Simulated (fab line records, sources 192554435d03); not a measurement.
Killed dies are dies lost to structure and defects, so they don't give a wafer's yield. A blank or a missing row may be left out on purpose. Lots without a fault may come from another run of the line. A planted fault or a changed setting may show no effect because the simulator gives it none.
Split-lot experiment | flow n5_finfet | 7 lots, 21 wafers read, on a route of 1938 steps

THE SPLIT
At N5_BEOL_M7_COAT_05 (resist thk 90 nm), the setting spin_rpm was moved away from the recipe's 1500 rpm on 5 of the 21 wafers read, by +3.4% to +8.9%. The other wafers ran this setting at the recipe's value.

FROM THE SPLIT TO THE READING: what the file shows between them, 5 steps
- N5_BEOL_M7_EBR_07
- N5_BEOL_M7_SOFTBAKE_06: time 60 s
- N5_BEOL_M7_EXPOSE_08: exposes mask M7
- N5_BEOL_M7_PEB_09: peb time 60 s
- N5_BEOL_M7_DEVELOP_10: develop time 30 s

THE READING
CAR-ArF_of_BEOL_M7_COAT_05.thk_nm (the simulator's own value, which no gauge read), in nm, at N5_BEOL_M7_DESCUM_16 (chemistry O2, time 7.9 s). The file gives no usual value for it. The 16 wafers here that ran the recipe average 83.4 nm, standard deviation 0.22 nm.

wafer  | tool, chamber at the split | spin_rpm as run, rpm | against the recipe | CAR-ArF_of_BEOL_M7_COAT_05.thk_nm, nm | against lot-mates on the recipe
L080.1 | litho_track-02, 0          | 1500                 | recipe             | 83.4                                  | -
L080.2 | litho_track-02, 0          | 1500                 | recipe             | 83.6                                  | -
L080.5 | litho_track-02, 0          | 1500                 | recipe             | 83.6                                  | -
L087.1 | litho_track-02, 0          | 1500                 | recipe             | 83.6                                  | -
L087.4 | litho_track-02, 0          | 1500                 | recipe             | 83.6                                  | -
L087.2 | litho_track-02, 0          | 1633                 | +8.9%              | 79.8                                  | -3.8
L090.1 | litho_track-02, 0          | 1551                 | +3.4%              | 82                                    | -1.8
L090.5 | litho_track-02, 0          | 1551                 | +3.4%              | 82.2                                  | -1.6
L090.6 | litho_track-02, 0          | 1500                 | recipe             | 83.8                                  | -
L091.1 | litho_track-04, 0          | 1500                 | recipe             | 83.2                                  | -
L091.5 | litho_track-04, 0          | 1597                 | +6.5%              | 80.6                                  | -2.6
L091.6 | litho_track-04, 0          | 1597                 | +6.5%              | 80.6                                  | -2.6
L093.1 | litho_track-02, 0          | 1500                 | recipe             | 83.2                                  | -
L093.2 | litho_track-02, 0          | 1500                 | recipe             | 83.2                                  | -
L093.5 | litho_track-02, 0          | 1500                 | recipe             | 83                                    | -
L095.1 | litho_track-03, 0          | 1500                 | recipe             | 83.4                                  | -
L095.3 | litho_track-03, 0          | 1500                 | recipe             | 83.6                                  | -
L095.6 | litho_track-03, 0          | 1500                 | recipe             | 83.6                                  | -
L096.1 | litho_track-02, 0          | 1500                 | recipe             | 83.2                                  | -
L096.3 | litho_track-02, 0          | 1500                 | recipe             | 83.2                                  | -
L096.6 | litho_track-02, 0          | 1500                 | recipe             | 83.4                                  | -

THE FIT
A straight line over all 21 wafers: CAR-ArF_of_BEOL_M7_COAT_05.thk_nm changes by -0.418 nm for each +1% of spin_rpm; r = -0.98; the points scatter about the line by 0.21 nm.
The same after taking each lot's own level away (the mean of its wafers on the recipe; 21 wafers): -0.423 nm for each +1%; r = -0.99; scatter 0.13 nm.
On that fit, the largest move of spin_rpm shifts the reading by 3.8 nm.
The lots' own levels span 83.13 to 83.80 nm, that is 3.1 times the standard deviation above.
So the lot-to-lot level changes the slope little: the two slopes agree.
Check: with one of the wafers moved furthest among these (+8.9%) left out of the fit, the line predicts -3.74 nm for it against its lot-mates. It came out at -3.8 nm against them.

OTHER SPLITS ON THESE WAFERS
These wafers also went through other splits before the reading. Each is held against what the fit with the lots' levels taken away leaves over:
other split on the same wafers    | wafers away from the commonest value | r with CAR-ArF_of_BEOL_M7_COAT_05.thk_nm (lot level and that fit taken away)
N5_BEOL_M6_EXPOSE_08 dose_mj      | 7                                    | -0.01
N5_BEOL_M7_HM_DEP_02 target_thk_a | 4                                    | -0.08

THE WHOLE CHAIN: every reading that the file lists as answering this split, in the file's order
step                  | what it does             | reading                                                                            | change (the file's fit)               | r (the file's)
N5_BEOL_M7_COAT_05    | resist thk 90 nm         | CAR-ArF_of_BEOL_M7_COAT_05.thk_nm (the simulator's own value, which no gauge read) | -0.425 nm for each +1% of the setting | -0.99
N5_BEOL_M7_DEVELOP_10 | develop time 30 s        | CAR-ArF_of_BEOL_M7_COAT_05.thk_nm (the simulator's own value, which no gauge read) | -0.413 nm for each +1% of the setting | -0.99
N5_BEOL_M7_DESCUM_16  | chemistry O2, time 7.9 s | CAR-ArF_of_BEOL_M7_COAT_05.thk_nm (the simulator's own value, which no gauge read) | -0.426 nm for each +1% of the setting | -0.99

THE FILE'S OWN FIT
CAR-ArF_of_BEOL_M7_COAT_05.thk_nm changes by -0.426 nm for each +1% of spin_rpm, r = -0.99.
